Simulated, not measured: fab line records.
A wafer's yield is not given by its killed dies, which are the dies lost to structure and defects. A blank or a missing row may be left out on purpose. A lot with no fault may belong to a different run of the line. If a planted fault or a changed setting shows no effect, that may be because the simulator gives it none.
A lot that was struck, set against a sound lot :: flow nand harc :: 14 out of 1159 route steps
Sound: these wafers, L936.2, L936.3, L936.5. Struck: wafer L946.3 (left out: L946.2, L946.4 of the same lot, which were not struck); the cause appears at the end.
Per side, at each step with rows, come the tool, then ch with its chambers, and then its first start. Under that, the readings that differ: sound wafers :: struck wafers :: difference of the means :: sigmas: that difference in standard deviations of wafers without a fault.
alike: same words and numbers on both sides, and readings whose means sit less than 2 such deviations apart. not compared: any withheld reading, any reading some wafer has no value for, any bound like >300 that may hide the same value, and any number with overlapping values for which the record gives no deviation.
Wherever a step has rows on one side only, a row that says differs or no value, or a row with sigmas, the two part there. Numbers that have no deviation but don't overlap get no sigmas and don't part them. A reading that every wafer of one side lacks parts them only if that side has two wafers or more.

first, 2 steps without rows for these wafers: NHARC_A_STAIRCASE_DESCUM_11 (chemistry O2, time 3 s); NHARC_A_STAIRCASE_TRIM_12 (chemistry O2, time 211.2 s).
NHARC_A_STAIRCASE_ETCH_13: etches the open film in C4F8/O2, target depth 100 nm, time 40.5 s.
  sound: rie diel-09 ch 0,3; struck: rie diel-10 ch 0
reading: oes product au (a.u.)
sound: 0.955 0.960 0.968
struck: 0.923
difference: -0.038
sigmas: -3
  alike: rf vpp V
  not compared: rf hours counter h
then, 4 steps without rows for these wafers: NHARC_A_STAIRCASE_TRIM_14 (chemistry O2, time 211.2 s); NHARC_A_STAIRCASE_ETCH_15 (etches the open film in C4F8/O2, target depth 100 nm, time 40.5 s); NHARC_A_STAIRCASE_TRIM_16 (chemistry O2, time 211.2 s); NHARC_A_STAIRCASE_ETCH_17 (etches the open film in C4F8/O2, target depth 100 nm, time 40.5 s).
NHARC_A_STAIRCASE_TRIM_18: chemistry O2, time 211.2 s.
  sound: rie diel-09 ch 0,3; struck: rie diel-10 ch 1
reading: rf vpp V (V)
sound: 56.6 57.7 57.5
struck: 59.1
difference: +1.8
sigmas: +2
  alike: drypump motor current A, o2 flow sccm, oes product au, showerhead plenum p Torr, throttle valve pct
  not compared: rf hours counter h
NHARC_A_STAIRCASE_ETCH_19: etches the open film in C4F8/O2, target depth 100 nm, time 40.5 s.
  sound: rie diel-09 ch 0,2,3; struck: rie diel-10 ch 2
  alike: oes product au, rf vpp V
  not compared: rf hours counter h
NHARC_A_STAIRCASE_TRIM_20: chemistry O2, time 211.2 s.
  sound on rie diel-10 ch 0,3, day 12 21:47; struck on rie diel-13 ch 1, day 15 12:13
reading: rf vpp V (V)
sound: 55.9 56.2 57.4
struck: 59.0
difference: +2.5
sigmas: +3
  alike: drypump motor current A, o2 flow sccm, oes product au, showerhead plenum p Torr, throttle valve pct
  not compared: rf hours counter h
then, 1 step without rows for these wafers: NHARC_A_STAIRCASE_ETCH_21 (etches the open film in C4F8/O2, target depth 100 nm, time 40.5 s).
NHARC_A_STAIRCASE_TRIM_22: chemistry O2, time 211.2 s.
  sound on rie diel-10 ch 2,3, day 12 22:02; struck on rie diel-13 ch 0, day 15 12:47
reading: oes product au (a.u.)
sound: 1.010 0.997 1.003
struck: 0.764
difference: -0.239
sigmas: -28
  alike: drypump motor current A, o2 flow sccm, rf vpp V, showerhead plenum p Torr, throttle valve pct
  not compared: rf hours counter h
NHARC_A_STAIRCASE_ETCH_23: etches the open film in C4F8/O2, target depth 100 nm, time 40.5 s.
  sound: rie diel-10 ch 1,2,3; struck: rie diel-13 ch 1
  alike: oes product au, rf vpp V
  not compared: rf hours counter h
-- jump in the record: it breaks off in module A_STAIRCASE and resumes in module END (first step shown: number 1159 of the route), and 9 days separate the struck wafers' starts before and after --
NHARC_END_SORT_01:
  sound on prober-01 ch 0, day 21 11:57; struck on prober-01 ch 0, day 24 07:26
reading: hold
sound: - - -
struck: await dispo/3.5h/release
difference: no value on the sound wafers
sigmas: 

reading: killed at array
sound: 22 27 18
struck: 606
difference: +584
sigmas: +73

reading: killed dies
sound: 28 34 20
struck: 610
difference: +583
sigmas: +66
  alike: killed at other, killed at periphery, killed open, killed short

== WHERE THEY PART ==
First at NHARC_A_STAIRCASE_ETCH_13; last, within this record, at NHARC_END_SORT_01.

WHY: whatever the simulator had introduced
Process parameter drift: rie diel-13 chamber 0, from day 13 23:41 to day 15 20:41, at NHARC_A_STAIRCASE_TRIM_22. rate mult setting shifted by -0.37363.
